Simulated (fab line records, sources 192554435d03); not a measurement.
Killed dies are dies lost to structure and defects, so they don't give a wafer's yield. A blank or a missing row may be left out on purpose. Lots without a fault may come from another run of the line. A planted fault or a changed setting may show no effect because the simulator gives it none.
fab line records | flow n5_finfet
record lots=5 wafers=15 last_day=17
route steps=1938 shown MIM_BOT_LITHO@1857 MIM_BOT_ETCH@1866 PASS1_CAP@1873 TV_LITHO@1875
lots that met no fault: from a run of the same line without faults
start_h: hours from the record's first day to the start of the lot's first wafer shown | wait_h: hours since the lot's step before | " the same as in the row above | L1.1+2: a row that stands for several wafers | - no value, or no start given | * or withheld: withheld | < > ~ a bound
route shown NAME@n: a module of which the file shows steps, and the number in the route of the first | usual: mean/standard deviation of fault-free wafers | same: alike in all rows | chamber/n: place in a boat | sites: the reading at each site | _std_site: their standard deviation | _edge_site: outer sites' mean less inner sites' | radius_mm: how far each site lies from the wafer's centre | mask NAME#n: copy n | behind: the tool/chamber that last shaped the wafer | hold: why the lot was held/for how many hours/how that ended | device: the transistor (n, p or np) that didn't switch | end of line: the same wafers' tests at the end of the route | a step without rows: its recipe alone | killed: dies lost to structure and defects at the first sort, not the wafer's yield | map: a wafer's dies, x killed, . not, _ none there
set.NAME: the setting as run; set.NAME@STEP: as run at that earlier step | model.NAME: the simulator's own value behind a step, which no gauge read
lots at some steps of the route; a table a step, a row a wafer
services: from which hour (start_h, from the record's first day; less than 0 if before it) a tool's chamber was out of use, for how many hours, and why
## steps
# step N5_MIM_BOT_LITHO_SOFTBAKE_03
# recipe temp_c=100 time_s=90
# usual chill_plate_temp_C=22.98/0.11
# columns lot.wafer tool chamber start_h wait_h chill_plate_temp_C
L080.1 litho_track-05 0 - - 22.92
L080.4 " 0 " " 22.96
L080.5 " 0 " " 22.95
L083.2 litho_track-03 0 - - 22.86
L083.3 " 0 " " 22.96
L083.4 " 0 " " 22.88
L084.3 litho_track-03 0 - - 23.08
L084.5 " 0 " " 22.82
L084.6 " 0 " " 22.96
L089.3 litho_track-05 0 - - 23.26
L089.4 " 0 " " 23.15
L089.5 " 0 " " 22.90
L097.3 litho_track-05 0 - - 22.95
L097.4 " 0 " " 22.92
L097.6 " 0 " " 22.89
# step N5_MIM_BOT_LITHO_EXPOSE_05
# recipe mask_id=MIM_BOT na=0.55 source_shape=conventional sigma_outer=0.8 polarization=unpolarized dose_mj=24.25
# usual stage_vel_mm_s=499.97/0.26
# columns lot.wafer tool chamber start_h wait_h mask stage_vel_mm_s
L080.1 krf_scanner-01 0 292.49 - MIM_BOT#0 500.41
L080.4 " 0 " " MIM_BOT#0 499.87
L080.5 " 0 " " MIM_BOT#0 499.93
L083.2 krf_scanner-01 0 295.65 - MIM_BOT#0 499.96
L083.3 " 0 " " MIM_BOT#0 499.96
L083.4 " 0 " " MIM_BOT#0 499.58
L084.3 krf_scanner-02 0 313.65 - MIM_BOT#0 499.73
L084.5 " 0 " " MIM_BOT#0 499.72
L084.6 " 0 " " MIM_BOT#0 499.85
L089.3 krf_scanner-02 0 343.53 - MIM_BOT#0 499.83
L089.4 " 0 " " MIM_BOT#0 500.11
L089.5 " 0 " " MIM_BOT#0 500.18
L097.3 krf_scanner-02 0 395.14 - MIM_BOT#0 499.28
L097.4 " 0 " " MIM_BOT#0 499.76
L097.6 " 0 " " MIM_BOT#0 499.88
# step N5_MIM_BOT_LITHO_PEB_06
# recipe peb_temp_c=withheld peb_time_s=*
# usual chill_plate_temp_C=*
# columns lot.wafer tool chamber start_h wait_h chill_plate_temp_C
L080.1 litho_track-03 0 292.54 0.1 *
L080.4 " 0 " " *
L080.5 " 0 " " *
L083.2 litho_track-03 0 295.70 0.0 *
L083.3 " 0 " " *
L083.4 " 0 " " *
L084.3 litho_track-03 0 313.70 0.0 *
L084.5 " 0 " " *
L084.6 " 0 " " *
L089.3 litho_track-02 0 343.58 0.0 *
L089.4 " 0 " " *
L089.5 " 0 " " *
L097.3 litho_track-05 0 395.19 0.0 *
L097.4 " 0 " " *
L097.6 " 0 " " *
# step N5_MIM_BOT_LITHO_DEVELOP_07
# recipe develop_time_s=60 rinse_liquid=diw dry=air_spin dev_temp_c=21
# usual chill_plate_temp_C=23.02/0.097
# columns lot.wafer tool chamber start_h wait_h chill_plate_temp_C
L080.1 litho_track-03 0 - - 22.92
L080.4 " 0 " " 23.00
L080.5 " 0 " " 23.08
L083.2 litho_track-03 0 - - 23.08
L083.3 " 0 " " 22.94
L083.4 " 0 " " 23.20
L084.3 litho_track-03 0 - - 23.27
L084.5 " 0 " " 23.16
L084.6 " 0 " " 23.15
L089.3 litho_track-02 0 - - 23.09
L089.4 " 0 " " 23.07
L089.5 " 0 " " 23.07
L097.3 litho_track-05 0 - - 23.10
L097.4 " 0 " " 22.94
L097.6 " 0 " " 23.06
# step N5_MIM_BOT_LITHO_HARDBAKE_09
# recipe temp_c=130 time_s=120
# usual chill_plate_temp_C=22.99/0.1
# columns lot.wafer tool chamber start_h wait_h chill_plate_temp_C
L080.1 litho_track-03 0 - - 22.93
L080.4 " 0 " " 22.95
L080.5 " 0 " " 22.75
L083.2 litho_track-03 0 - - 22.90
L083.3 " 0 " " 23.01
L083.4 " 0 " " 23.04
L084.3 litho_track-03 0 - - 22.99
L084.5 " 0 " " 22.94
L084.6 " 0 " " 22.88
L089.3 litho_track-02 0 - - 23.07
L089.4 " 0 " " 23.02
L089.5 " 0 " " 22.98
L097.3 litho_track-05 0 - - 22.91
L097.4 " 0 " " 23.08
L097.6 " 0 " " 23.20
# step N5_MIM_BOT_LITHO_CD_MEAS_08
# recipe target_cd_nm=3000 landing_energy_ev=500 detector=se_inlens polarity=opening
# usual cd_nm=3000.4/2.3
# columns lot.wafer tool chamber start_h wait_h cd_nm
L080.1 cd_sem-01 0 292.66 - 2999.6
L080.4 " 0 " " 3001.7
L080.5 " 0 " " 3002.2
L083.2 cd_sem-01 0 295.82 - 3002.2
L083.3 " 0 " " 3000.4
L083.4 " 0 " " 3000.4
L084.3 cd_sem-03 0 313.82 - 3002.9
L084.5 " 0 " " 3001.3
L084.6 " 0 " " 3001.7
L089.3 cd_sem-01 0 343.70 - 3003.0
L089.4 " 0 " " 3001.0
L089.5 " 0 " " 2999.7
L097.3 cd_sem-02 0 395.31 - 2999.4
L097.4 " 0 " " 2997.6
L097.6 " 0 " " 2996.3
# step N5_MIM_BOT_LITHO_OVL_MEAS_11
# recipe points_per_wafer=44
# usual MIM_BOT_OVL=-3/6.3
# columns lot.wafer tool chamber start_h wait_h MIM_BOT_OVL[nm]
L080.1 overlay-01 0 292.69 0.0 -10
L080.4 " 0 " " -8
L080.5 " 0 " " -9
L083.2 overlay-02 0 295.85 0.0 -8
L083.3 " 0 " " -15
L083.4 " 0 " " -5
L084.3 overlay-02 0 313.85 0.0 -6
L084.5 " 0 " " -4
L084.6 " 0 " " 3
L089.3 overlay-02 0 343.72 0.0 4
L089.4 " 0 " " 9
L089.5 " 0 " " 4
L097.3 overlay-01 0 395.34 0.0 -1
L097.4 " 0 " " -7
L097.6 " 0 " " 2
# step N5_MIM_BOT_LITHO_INSPECT_12
# recipe mode=adi inspect_instrument=macro
# usual raw_defect_count=1.9/1.5
# columns lot.wafer tool chamber start_h wait_h raw_defect_count
L080.1 defect_inspect-01 - 292.72 0.0 0
L080.4 " - " " 1
L080.5 " - " " 5
L083.2 defect_inspect-02 - 295.88 0.0 5
L083.3 " - " " 3
L083.4 " - " " 3
L084.3 defect_inspect-01 - 313.87 0.0 3
L084.5 " - " " 1
L084.6 " - " " 1
L089.3 defect_inspect-01 - 343.75 0.0 0
L089.4 " - " " 2
L089.5 " - " " 3
L097.3 defect_inspect-01 - 395.36 0.0 5
L097.4 " - " " 3
L097.6 " - " " 0
# step N5_MIM_BOT_LITHO_DESCUM_10
# recipe chemistry=O2 time_s=7.9 source_power_w=50 bias_power_w=20 pressure_mtorr=20 rf_frequency_hz=2.712e+07 temp_c=40 o2_flow_sccm=225
# usual drypump_motor_current_A=5.5/0.53 oes_product_au=0.78/0.08 rf_vpp_V=243.2/1.6 showerhead_plenum_p_Torr=2.09/0.089 throttle_valve_pct=20.48/0.23
# columns lot.wafer tool chamber start_h wait_h drypump_motor_current_A oes_product_au rf_hours_counter_h rf_vpp_V showerhead_plenum_p_Torr throttle_valve_pct
L080.1 rie_diel-04 2 292.75 0.0 6.3 0.81 96 243.4 2.04 20.75
L080.4 " 1 " " 5.9 0.73 - 241.0 1.98 20.29
L080.5 " 2 " " 6.3 0.82 - 241.5 2.03 20.74
L083.2 rie_diel-06 0 295.91 0.0 4.8 0.73 199 241.4 1.98 20.43
L083.3 " 2 " " 5.3 0.70 227 242.8 2.07 20.64
L083.4 " 1 " " 5.6 0.69 229 242.6 2.07 20.85
L084.3 rie_diel-06 2 314.13 0.3 5.3 0.70 234 242.6 2.06 20.66
L084.5 " 0 " " 4.8 0.72 - 240.6 1.98 20.42
L084.6 " 3 " " 4.9 0.88 - 245.5 2.22 20.46
L089.3 rie_diel-06 2 343.88 0.1 5.3 0.69 246 243.6 2.06 20.67
L089.4 " 0 " " 4.8 0.71 - 241.6 1.98 20.45
L089.5 " 2 " " 5.3 0.69 - 242.0 2.06 20.66
L097.3 rie_diel-06 0 395.43 0.1 4.8 0.69 237 240.4 1.97 20.48
L097.4 " 0 " " 4.8 0.70 - 241.7 1.97 20.48
L097.6 " 2 " " 5.3 0.95 - 243.6 2.05 20.41
# step N5_MIM_BOT_ETCH_ETCH_04
# recipe chemistry=CF4/O2 target=SiNx target_depth_a=260 time_s=13 ion_energy_ev=100 pressure_mtorr=40 source_w=535 bias_w=49 Ar_flow_sccm=100 cf4_flow_sccm=100 O2_flow_sccm=10
# usual drypump_motor_current_A=5.5/0.52 oes_o_777_au=0.78/0.079 oes_product_au=0.78/0.079 rf_vpp_V=238/3.9 showerhead_plenum_p_Torr=2.20/0.088 throttle_valve_pct=16.07/0.24
# columns lot.wafer tool chamber start_h wait_h drypump_motor_current_A oes_o_777_au oes_product_au rf_hours_counter_h rf_vpp_V showerhead_plenum_p_Torr throttle_valve_pct
L080.1 rie_diel-04 2 292.82 0.0 6.3 0.83 0.81 96 234 2.14 16.22
L080.4 " 1 " " 5.8 0.71 0.71 - 241 2.08 15.93
L080.5 " 2 " " 6.3 0.83 0.81 - 236 2.14 16.22
L083.2 rie_diel-06 0 295.98 0.0 4.8 0.73 0.72 199 231 2.11 16.11
L083.3 " 2 " " 5.3 0.72 0.71 227 233 2.17 16.25
L083.4 " 1 " " 5.6 0.71 0.71 229 246 2.18 16.43
L084.3 rie_diel-06 2 314.20 0.0 5.3 0.71 0.70 234 232 2.17 16.26
L084.5 " 0 " " 4.8 0.72 0.72 - 231 2.11 16.12
L084.6 " 3 " " 4.9 0.89 0.90 - 240 2.33 15.92
L089.3 rie_diel-06 2 343.95 0.0 5.3 0.70 0.69 246 234 2.16 16.29
L089.4 " 0 " " 4.8 0.71 0.70 - 231 2.10 16.12
L089.5 " 2 " " 5.3 0.69 0.69 - 233 2.16 16.28
L097.3 rie_diel-06 0 395.49 0.0 4.8 0.70 0.69 237 231 2.09 16.17
L097.4 " 0 " " 4.8 0.70 0.69 - 231 2.09 16.16
L097.6 " 2 " " 5.3 0.96 0.96 - 233 2.16 15.85
# step N5_MIM_BOT_ETCH_ETCH_03
# recipe chemistry=Cl2/BCl3 target_depth_a=120 pressure_mtorr=8 icp_w=800 bias_w=100 Cl2_flow_sccm=20 bcl3_flow_sccm=80
# usual drypump_motor_current_A=5.45/0.24 oes_product_au=0.79/0.097 throttle_valve_pct=27.62/0.25
# columns lot.wafer tool chamber start_h wait_h drypump_motor_current_A oes_product_au rf_hours_counter_h throttle_valve_pct
L080.1 rie_metal-03 1 292.91 0.1 5.60 0.69 84 27.91
L080.4 " 0 " " 5.55 0.66 - 27.96
L080.5 " 1 " " 5.62 0.69 - 27.89
L083.2 rie_metal-01 1 296.07 0.1 5.51 0.87 13 27.36
L083.3 " 1 " " 5.50 0.87 - 27.36
L083.4 " 0 " " 5.19 0.85 - 27.58
L084.3 rie_metal-01 0 314.32 0.1 5.22 0.85 - 27.60
L084.5 " 1 " " 5.50 0.87 - 27.34
L084.6 " 0 " " 5.21 0.86 - 27.58
L089.3 rie_metal-01 1 344.07 0.1 5.48 0.85 - 27.37
L089.4 " 0 " " 5.20 0.83 - 27.60
L089.5 " 1 " " 5.46 0.84 - 27.35
L097.3 rie_metal-01 1 395.61 0.1 5.48 0.83 - 27.37
L097.4 " 0 " " 5.22 0.81 - 27.61
L097.6 " 1 " " 5.47 0.83 - 27.39
# step N5_MIM_BOT_ETCH_ETCH_00
# recipe chemistry=Cl2/BCl3 target=TiN target_depth_a=455 ion_energy_ev=150 pressure_mtorr=10 icp_w=1000 bias_w=126 Cl2_flow_sccm=53.25 bcl3_flow_sccm=21.75 Ar_flow_sccm=25
# usual drypump_motor_current_A=5.45/0.24 oes_product_au=0.79/0.094 throttle_valve_pct=22.01/0.21
# columns lot.wafer tool chamber start_h wait_h drypump_motor_current_A oes_product_au rf_hours_counter_h throttle_valve_pct
L080.1 rie_metal-03 1 293.00 0.1 5.56 0.69 84 22.20
L080.4 " 0 " " 5.56 0.67 - 22.35
L080.5 " 1 " " 5.59 0.70 - 22.20
L083.2 rie_metal-01 1 296.16 0.1 5.48 0.87 13 21.77
L083.3 " 1 " " 5.51 0.86 - 21.79
L083.4 " 0 " " 5.21 0.85 - 21.92
L084.3 rie_metal-01 0 314.42 0.1 5.20 0.85 - 21.94
L084.5 " 1 " " 5.48 0.86 - 21.79
L084.6 " 0 " " 5.22 0.84 - 21.93
L089.3 rie_metal-01 1 344.17 0.1 5.47 0.85 - 21.79
L089.4 " 0 " " 5.24 0.83 - 21.96
L089.5 " 1 " " 5.47 0.85 - 21.79
L097.3 rie_metal-01 1 395.71 0.1 5.45 0.83 - 21.78
L097.4 " 0 " " 5.20 0.81 - 21.97
L097.6 " 1 " " 5.48 0.83 - 21.79
# step N5_MIM_BOT_ETCH_STRIP_01
# recipe chemistry=O2 power_w=600 temp_c=60 pressure_mtorr=30 rf_frequency_hz=6e+07 bias_power_w=0 overash_fraction=0.5 o2_flow_sccm=225
# usual drypump_motor_current_A=5.4/0.49 oes_product_au=0.78/0.09 rf_vpp_V=3.7/1.4 showerhead_plenum_p_Torr=2.10/0.091 throttle_valve_pct=16.74/0.24
# columns lot.wafer tool chamber start_h wait_h drypump_motor_current_A oes_product_au rf_hours_counter_h rf_vpp_V showerhead_plenum_p_Torr throttle_valve_pct
L080.1 rie_diel-06 2 293.14 0.1 5.3 0.71 226 5.2 2.07 16.94
L080.4 " 3 " " 4.8 0.92 42 3.9 2.23 16.65
L080.5 " 2 " " 5.3 0.70 - 4.7 2.07 16.97
L083.2 rie_diel-06 2 296.30 0.1 5.3 0.68 227 3.0 2.07 16.97
L083.3 " 3 " " 4.9 0.89 43 4.3 2.23 16.64
L083.4 " 1 " " 5.6 0.70 229 4.0 2.07 17.12
L084.3 rie_diel-04 3 314.52 0.1 5.1 0.72 177 2.6 2.08 16.84
L084.5 " 3 " " 5.0 0.72 - 6.1 2.08 16.88
L084.6 " 2 " " 6.3 0.81 - 5.1 2.04 16.95
L089.3 rie_diel-06 0 344.28 0.1 4.8 0.72 218 1.2 1.98 16.79
L089.4 " 0 " " 4.8 0.71 - 4.3 1.98 16.78
L089.5 " 3 " " 4.9 0.87 - 0.9 2.22 16.70
L097.3 rie_diel-04 0 395.81 0.1 5.8 0.89 34 4.6 2.12 16.35
L097.4 " 3 " " 5.1 0.71 204 1.5 2.07 16.92
L097.6 " 0 " " 5.8 0.89 - 2.6 2.12 16.39
# step N5_MIM_BOT_ETCH_STRIP_02
# recipe chemistry=post_etch_residue_remover time_s=1200 temp_c=72.5
# columns lot.wafer tool chamber start_h wait_h
L080.1+4+5 wet_bench-01 4,7,6 293.20 -
L083.2+3+4 wet_bench-02 0,1,3 296.36 -
L084.3+5+6 wet_bench-03 0,1,7 314.58 -
L089.3+4+5 wet_bench-02 4,0,1 344.34 -
L097.3+4+6 wet_bench-01 1,6,7 395.88 -
# step N5_MIM_BOT_ETCH_CLEAN_05
# recipe chemistry=IPA time_s=180 temp_c=25
# columns lot.wafer tool chamber start_h wait_h
L080.1+4+5 wet_bench-01 4,7,6 293.54 0.0
L083.2+3+4 wet_bench-02 0,1,3 297.03 0.0
L084.3+5+6 wet_bench-03 0,1,7 314.92 0.0
L089.3+4+5 wet_bench-02 4,0,1 344.68 0.0
L097.3+4+6 wet_bench-01 1,6,7 396.21 0.0
# step N5_MIM_BOT_ETCH_SRD_06
# recipe dry=ipa_marangoni time_s=30 temp_c=23 rinse_liquid=diw
# columns lot.wafer tool chamber start_h wait_h
L080.1+4+5 wet_bench-01 4,7,6 293.59 0.0
L083.2+3+4 wet_bench-02 0,1,3 297.15 0.0
L084.3+5+6 wet_bench-03 0,1,7 314.97 0.0
L089.3+4+5 wet_bench-02 4,0,1 344.73 0.0
L097.3+4+6 wet_bench-01 1,6,7 396.27 0.0
# step N5_PASSIVATION_PECVD_55
# recipe material=SiO2 target_thk_a=4000 temp_c=400 precursor=SiH4/N2O pressure_torr=2.7 rf_w=608 time_s=22.5
# usual heater_power_w=647/85 showerhead_plenum_p_Torr=8.12/0.067 throttle_valve_pct=51.0/1.7
# columns lot.wafer tool chamber start_h wait_h heater_power_w showerhead_plenum_p_Torr throttle_valve_pct
L080.1 pecvd-03 1 293.64 0.0 745 8.21 52.4
L080.4 " 0 " " 635 8.12 51.2
L080.5 " 2 " " 533 7.99 47.6
L083.2 pecvd-03 1 297.21 0.0 703 8.21 52.3
L083.3 " 2 " " 563 7.97 47.8
L083.4 " 0 " " 674 8.11 51.2
L084.3 pecvd-01 2 315.02 0.0 659 8.18 50.9
L084.5 " 0 " " 519 8.10 51.0
L084.6 " 2 " " 673 8.20 50.9
L089.3 pecvd-03 0 344.78 0.0 634 8.11 51.3
L089.4 " 0 " " 668 8.12 50.8
L089.5 " 1 " " 751 8.19 52.1
L097.3 pecvd-01 2 396.33 0.0 639 8.19 50.8
L097.4 " 0 " " 521 8.10 50.9
L097.6 " 2 " " 663 8.20 51.0
# step N5_PASSIVATION_PECVD_01
# recipe material=SiNx target_thk_a=2000 temp_c=400 precursor=SiH4/NH3/N2 pressure_torr=4.9 rf_w=1406 time_s=43.2
# usual heater_power_w=357/83 showerhead_plenum_p_Torr=8.64/0.046 throttle_valve_pct=28.9/0.94
# columns lot.wafer tool chamber start_h wait_h heater_power_w showerhead_plenum_p_Torr throttle_valve_pct
L080.1 pecvd-03 1 293.67 0.0 411 8.69 29.6
L080.4 " 0 " " 314 8.64 28.9
L080.5 " 2 " " 253 8.55 27.2
L083.2 pecvd-03 1 297.25 0.0 464 8.68 29.4
L083.3 " 2 " " 290 8.55 27.0
L083.4 " 0 " " 386 8.64 29.2
L084.3 pecvd-01 2 315.05 0.0 357 8.68 28.6
L084.5 " 0 " " 272 8.65 28.6
L084.6 " 2 " " 365 8.68 28.8
L089.3 pecvd-03 0 344.81 0.0 389 8.62 28.9
L089.4 " 0 " " 393 8.64 28.7
L089.5 " 1 " " 421 8.68 29.7
L097.3 pecvd-01 2 396.39 0.0 379 8.68 28.8
L097.4 " 0 " " 197 8.66 29.1
L097.6 " 2 " " 377 8.69 28.9
# step N5_PASSIVATION_HMDS_03
# recipe time_s=60 temp_c=120
# usual chill_plate_temp_C=22.98/0.12
# columns lot.wafer tool chamber start_h wait_h chill_plate_temp_C
L080.1 litho_track-01 0 293.77 0.1 23.05
L080.4 " 0 " " 23.04
L080.5 " 0 " " 23.05
L083.2 litho_track-01 0 298.42 1.1 23.10
L083.3 " 0 " " 22.64
L083.4 " 0 " " 23.06
L084.3 litho_track-01 0 315.35 0.3 23.05
L084.5 " 0 " " 22.99
L084.6 " 0 " " 22.99
L089.3 litho_track-04 0 344.89 0.1 22.99
L089.4 " 0 " " 22.90
L089.5 " 0 " " 22.90
L097.3 litho_track-04 0 396.82 0.4 23.00
L097.4 " 0 " " 23.04
L097.6 " 0 " " 23.07
# step N5_PASSIVATION_COAT_04
# recipe spin_rpm=* resist_thk_nm=*
# usual chill_plate_temp_C=23.02/0.096
# columns lot.wafer tool chamber start_h wait_h chill_plate_temp_C
L080.1 litho_track-01 0 - - 23.01
L080.4 " 0 " " 22.99
L080.5 " 0 " " 22.87
L083.2 litho_track-01 0 - - 23.02
L083.3 " 0 " " 22.95
L083.4 " 0 " " 22.90
L084.3 litho_track-01 0 - - 22.99
L084.5 " 0 " " 23.08
L084.6 " 0 " " 22.97
L089.3 litho_track-04 0 - - 23.01
L089.4 " 0 " " 23.03
L089.5 " 0 " " 22.85
L097.3 litho_track-04 0 - - 23.13
L097.4 " 0 " " 23.13
L097.6 " 0 " " 23.05
# step N5_PASSIVATION_EBR_06
# recipe solvent=PGMEA ebr_width_mm=1.5
# usual chill_plate_temp_C=23.01/0.11
# columns lot.wafer tool chamber start_h wait_h chill_plate_temp_C
L080.1 litho_track-01 0 - - 23.16
L080.4 " 0 " " 22.97
L080.5 " 0 " " 23.07
L083.2 litho_track-01 0 - - 23.03
L083.3 " 0 " " 23.05
L083.4 " 0 " " 22.80
L084.3 litho_track-01 0 - - 23.04
L084.5 " 0 " " 22.92
L084.6 " 0 " " 22.91
L089.3 litho_track-04 0 - - 22.94
L089.4 " 0 " " 23.00
L089.5 " 0 " " 22.94
L097.3 litho_track-04 0 - - 22.97
L097.4 " 0 " " 22.98
L097.6 " 0 " " 23.02
# step N5_PASSIVATION_SOFTBAKE_05
# recipe temp_c=100 time_s=90
# usual chill_plate_temp_C=23.01/0.11
# columns lot.wafer tool chamber start_h wait_h chill_plate_temp_C
L080.1 litho_track-01 0 - - 22.89
L080.4 " 0 " " 23.08
L080.5 " 0 " " 22.99
L083.2 litho_track-01 0 - - 23.04
L083.3 " 0 " " 22.90
L083.4 " 0 " " 23.00
L084.3 litho_track-01 0 - - 22.95
L084.5 " 0 " " 23.28
L084.6 " 0 " " 23.04
L089.3 litho_track-04 0 - - 23.29
L089.4 " 0 " " 23.03
L089.5 " 0 " " 23.22
L097.3 litho_track-04 0 - - 22.94
L097.4 " 0 " " 22.93
L097.6 " 0 " " 22.82
# step N5_PASSIVATION_EXPOSE_07
# recipe mask_id=TV na=0.55 source_shape=conventional sigma_outer=0.8 polarization=unpolarized defocus_nm=0 target_cd_nm=3000 dose_mj=22.75
# usual stage_vel_mm_s=500.00/0.24
# columns lot.wafer tool chamber start_h wait_h mask stage_vel_mm_s
L080.1 krf_scanner-01 0 293.88 - TV#0 499.61
L080.4 " 0 " " TV#0 500.02
L080.5 " 0 " " TV#0 499.92
L083.2 krf_scanner-02 0 298.66 - TV#0 499.63
L083.3 " 0 " " TV#0 500.11
L083.4 " 0 " " TV#0 500.30
L084.3 krf_scanner-02 0 315.59 - TV#0 500.11
L084.5 " 0 " " TV#0 500.00
L084.6 " 0 " " TV#0 500.02
L089.3 krf_scanner-01 0 345.01 - TV#0 500.47
L089.4 " 0 " " TV#0 500.09
L089.5 " 0 " " TV#0 500.07
L097.3 krf_scanner-01 0 396.95 - TV#0 499.90
L097.4 " 0 " " TV#0 500.03
L097.6 " 0 " " TV#0 499.69
# step N5_PASSIVATION_PEB_08
# recipe peb_temp_c=withheld peb_time_s=*
# usual chill_plate_temp_C=*
# columns lot.wafer tool chamber start_h wait_h chill_plate_temp_C
L080.1 litho_track-05 0 293.94 0.1 *
L080.4 " 0 " " *
L080.5 " 0 " " *
L083.2 litho_track-05 0 298.71 0.0 *
L083.3 " 0 " " *
L083.4 " 0 " " *
L084.3 litho_track-04 0 315.64 0.0 *
L084.5 " 0 " " *
L084.6 " 0 " " *
L089.3 litho_track-05 0 345.06 0.0 *
L089.4 " 0 " " *
L089.5 " 0 " " *
L097.3 litho_track-05 0 396.99 0.0 *
L097.4 " 0 " " *
L097.6 " 0 " " *
# step N5_PASSIVATION_DEVELOP_09
# recipe develop_time_s=60 rinse_liquid=diw dry=air_spin dev_temp_c=21
# usual chill_plate_temp_C=22.99/0.12
# columns lot.wafer tool chamber start_h wait_h chill_plate_temp_C
L080.1 litho_track-05 0 - - 23.20
L080.4 " 0 " " 23.21
L080.5 " 0 " " 22.97
L083.2 litho_track-05 0 - - 23.07
L083.3 " 0 " " 22.97
L083.4 " 0 " " 23.09
L084.3 litho_track-04 0 - - 22.90
L084.5 " 0 " " 22.82
L084.6 " 0 " " 23.05
L089.3 litho_track-05 0 - - 22.85
L089.4 " 0 " " 22.82
L089.5 " 0 " " 22.85
L097.3 litho_track-05 0 - - 23.03
L097.4 " 0 " " 23.00
L097.6 " 0 " " 23.18
# step N5_PASSIVATION_HARDBAKE_11
# recipe temp_c=130 time_s=120
# usual chill_plate_temp_C=22.98/0.11
# columns lot.wafer tool chamber start_h wait_h chill_plate_temp_C
L080.1 litho_track-05 0 - - 23.24
L080.4 " 0 " " 23.09
L080.5 " 0 " " 22.94
L083.2 litho_track-05 0 - - 22.80
L083.3 " 0 " " 22.84
L083.4 " 0 " " 22.82
L084.3 litho_track-04 0 - - 23.08
L084.5 " 0 " " 23.06
L084.6 " 0 " " 22.84
L089.3 litho_track-05 0 - - 22.90
L089.4 " 0 " " 22.95
L089.5 " 0 " " 22.82
L097.3 litho_track-05 0 - - 22.95
L097.4 " 0 " " 22.85
L097.6 " 0 " " 23.03
# step N5_PASSIVATION_CD_MEAS_10
# recipe target_cd_nm=3000 landing_energy_ev=500 detector=se_inlens
# usual cd_nm=3000.6/2.1
# columns lot.wafer tool chamber start_h wait_h cd_nm
L080.1 cd_sem-02 0 294.06 - 3000.2
L080.4 " 0 " " 2998.4
L080.5 " 0 " " 2999.8
L083.2 cd_sem-01 0 298.83 - 3003.4
L083.3 " 0 " " 3001.2
L083.4 " 0 " " 3000.3
L084.3 cd_sem-02 0 315.76 - 3000.0
L084.5 " 0 " " 2997.4
L084.6 " 0 " " 2996.5
L089.3 cd_sem-03 0 345.18 - 3001.5
L089.4 " 0 " " 3000.7
L089.5 " 0 " " 3001.1
L097.3 cd_sem-01 0 397.11 - 3002.2
L097.4 " 0 " " 3000.8
L097.6 " 0 " " 3000.3
# step N5_PASSIVATION_OVL_MEAS_60
# recipe points_per_wafer=44
# usual TV_OVL=3/6.3
# columns lot.wafer tool chamber start_h wait_h TV_OVL[nm]
L080.1 overlay-01 0 294.09 0.0 9
L080.4 " 0 " " 10
L080.5 " 0 " " -1
L083.2 overlay-01 0 298.86 0.0 6
L083.3 " 0 " " 2
L083.4 " 0 " " 1
L084.3 overlay-02 0 315.79 0.0 -5
L084.5 " 0 " " -6
L084.6 " 0 " " -3
L089.3 overlay-02 0 345.21 0.0 9
L089.4 " 0 " " 4
L089.5 " 0 " " 2
L097.3 overlay-01 0 397.14 0.0 -2
L097.4 " 0 " " 2
L097.6 " 0 " " 4
# step N5_PASSIVATION_INSPECT_61
# recipe mode=adi inspect_instrument=macro
# usual raw_defect_count=2.1/1.4
# columns lot.wafer tool chamber start_h wait_h raw_defect_count
L080.1 defect_inspect-01 - 294.11 0.0 3
L080.4 " - " " 5
L080.5 " - " " 4
L083.2 defect_inspect-02 - 298.88 0.0 0
L083.3 " - " " 1
L083.4 " - " " 3
L084.3 defect_inspect-01 - 315.81 0.0 1
L084.5 " - " " 3
L084.6 " - " " 3
L089.3 defect_inspect-01 - 345.23 0.0 3
L089.4 " - " " 2
L089.5 " - " " 2
L097.3 defect_inspect-01 - 397.17 0.0 3
L097.4 " - " " 0
L097.6 " - " " 0
# step N5_PASSIVATION_DESCUM_12
# recipe chemistry=O2 time_s=7.9 source_power_w=50 bias_power_w=20 pressure_mtorr=20 rf_frequency_hz=2.712e+07 temp_c=40 o2_flow_sccm=225
# usual drypump_motor_current_A=5.9/0.46 oes_product_au=0.79/0.087 rf_vpp_V=243.7/1.2 showerhead_plenum_p_Torr=2.12/0.064 throttle_valve_pct=20.37/0.17
# columns lot.wafer tool chamber start_h wait_h drypump_motor_current_A oes_product_au rf_hours_counter_h rf_vpp_V showerhead_plenum_p_Torr throttle_valve_pct
L080.1 rie_diel-03 3 294.14 0.0 5.9 0.70 211 244.9 2.17 20.71
L080.4 " 0 " " 6.8 0.73 155 242.8 2.10 20.57
L080.5 " 1 " " 6.1 0.71 - 244.9 2.15 20.43
L083.2 rie_diel-01 0 299.12 0.2 5.8 0.86 57 244.2 2.10 20.30
L083.3 " 3 " " 6.3 0.71 224 241.8 2.08 20.53
L083.4 " 1 " " 5.9 0.83 - 244.7 2.23 20.45
L084.3 rie_diel-02 0 315.88 0.1 5.1 0.94 7 243.6 2.15 20.16
L084.5 " 0 " " 5.1 0.96 - 242.9 2.15 20.17
L084.6 " 3 " " 5.6 0.86 - 244.5 2.22 20.18
L089.3 rie_diel-01 2 345.26 0.0 5.7 0.69 234 244.5 2.15 20.18
L089.4 " 3 " " 6.2 0.69 242 242.7 2.08 20.56
L089.5 " 0 " " 5.8 0.83 - 244.7 2.09 20.32
L097.3 rie_diel-01 3 397.23 0.1 6.3 1.02 1 243.1 2.07 20.30
L097.4 " 3 " " 6.3 1.03 - 244.4 2.07 20.30
L097.6 " 1 " " 5.9 0.79 - 244.5 2.22 20.49
## services
# columns tool chamber start_h hours kind
pecvd-01 0 274.91 19.8 repair
rie_diel-02 3 282.57 1.5 repair
rie_diel-03 3 285.32 6.0 repair
rie_diel-01 - 290.73 2.8 pm
rie_diel-01 2 293.58 40.7 repair
krf_scanner-02 - 302.70 1.5 repair
krf_scanner-01 - 305.20 3.0 repair
krf_scanner-02 - 308.47 0.8 pm
pecvd-03 1 312.99 7.4 repair
wet_bench-02 - 322.39 1.4 repair
rie_diel-04 3 323.85 12.5 repair
rie_diel-02 2 324.02 3.9 repair
rie_diel-01 1 326.23 2.7 repair
rie_diel-04 2 328.65 1.8 repair
rie_diel-06 1 330.77 13.6 repair
krf_scanner-02 - 333.92 1.3 pm
rie_metal-03 1 337.15 8.3 repair
pecvd-01 - 339.16 6.0 pm
krf_scanner-01 - 347.46 1.0 pm
krf_scanner-01 - 365.08 1.3 pm
krf_scanner-02 - 368.26 0.9 repair
wet_bench-02 - 368.99 2.0 repair
wet_bench-03 - 380.03 2.2 repair
rie_diel-06 1 386.04 1.5 repair
## key
fault none
